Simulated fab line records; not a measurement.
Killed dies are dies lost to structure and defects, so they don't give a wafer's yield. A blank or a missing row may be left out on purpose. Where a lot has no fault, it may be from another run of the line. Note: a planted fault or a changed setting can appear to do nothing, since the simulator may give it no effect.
What tool caused it?	flow n5_finfet	7 lots (19 wafers sampled), 1 step of a 1938-step route

## WHAT THE GAUGES SHOWED, per wafer
N5_SD_EPI_P_EPI_MEAS_23.
lot	measured	on	thk_nm (nm)
L703	day 3 14:32	film_metro-01	59.1 60.8 60.0
L706	day 4 14:56	film_metro-02	62.0 58.4 58.6
L708	day 4 21:25	film_metro-02	57.9 59.3
L711	day 5 15:53	film_metro-02	60.2 63.0 61.0
L713	day 6 06:41	film_metro-02	59.2 59.7 62.1
L718	day 7 17:54	film_metro-01	63.0 63.7
L724	day 8 22:46	film_metro-02	61.2 62.1 61.2

## EACH LOT AND THE TOOL THAT RAN IT (in order: tool; ch and the chambers of the sampled wafers; start)
No process step before these readings appears in the record.

## THE ANSWER, worked out from the rows above alone
Rule: usual is defined by the lots themselves. Put in order of their means at a reading, lots are off if they are a third of the lots or fewer, leave a main group of 4 or more, and stand apart from it by a gap of 3 or more times the standard deviation of the main group's means; of several such gaps the widest counts. If all means in a main group match to the digits the tables above print for the reading, that group is not used. Also off: a lot with no number at a reading for which 4 or more lots have one. The other lots that the step has rows for count as sound.
None of the lots is off at any reading shown; this tells nothing.

## WHAT WAS PUT IN BY THE SIMULATOR
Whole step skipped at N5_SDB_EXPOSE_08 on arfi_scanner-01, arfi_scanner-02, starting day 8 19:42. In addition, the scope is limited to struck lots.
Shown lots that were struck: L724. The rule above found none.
